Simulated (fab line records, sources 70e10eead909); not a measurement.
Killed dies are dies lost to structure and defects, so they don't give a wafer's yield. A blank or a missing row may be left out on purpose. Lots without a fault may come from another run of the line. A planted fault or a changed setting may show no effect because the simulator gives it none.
Which tool did it? | flow nand_harc | 6 lots, 18 wafers sampled, at 1 step of a route of 1302

WHAT THE GAUGES READ, wafer by wafer
NHARC_A_M0_THK_MEAS_24: measures by xrf.
lot  | measured     | on            | thk_nm (nm)
L549 | day 23 09:04 | film_metro-02 | 113.9 114.3 115.1
L550 | day 24 01:46 | film_metro-01 | 114.9 114.9 115.4
L555 | day 25 08:46 | film_metro-01 | 112.1 113.5 112.0
L559 | day 26 17:55 | film_metro-01 | 115.5 112.9 115.4
L567 | day 30 15:36 | film_metro-01 | 114.8 113.2 113.9
L569 | day 31 08:23 | film_metro-01 | 112.7 116.6 112.1

WHICH TOOL RAN EACH LOT (tool, then ch and the chambers of the sampled wafers, then the start)
The record holds no process step before these readings.

THE ANSWER, worked out from the rows above alone
Rule: what is usual is taken from the lots themselves. Put in order of their means at a reading, lots are off if they are a third of the lots or fewer, leave a main group of 4 or more, and stand apart from it by a gap of 3 or more times the standard deviation of the main group's means; of several such gaps the widest counts. A main group whose means are all the same, to the digits that the tables above print for the reading, isn't used. A lot without any number at a reading at which 4 lots or more have one is off too. The other lots that the step has rows for count as sound.
No lot is off at any reading shown: from this, nothing can be told.

WHAT THE SIMULATOR HAD PUT IN
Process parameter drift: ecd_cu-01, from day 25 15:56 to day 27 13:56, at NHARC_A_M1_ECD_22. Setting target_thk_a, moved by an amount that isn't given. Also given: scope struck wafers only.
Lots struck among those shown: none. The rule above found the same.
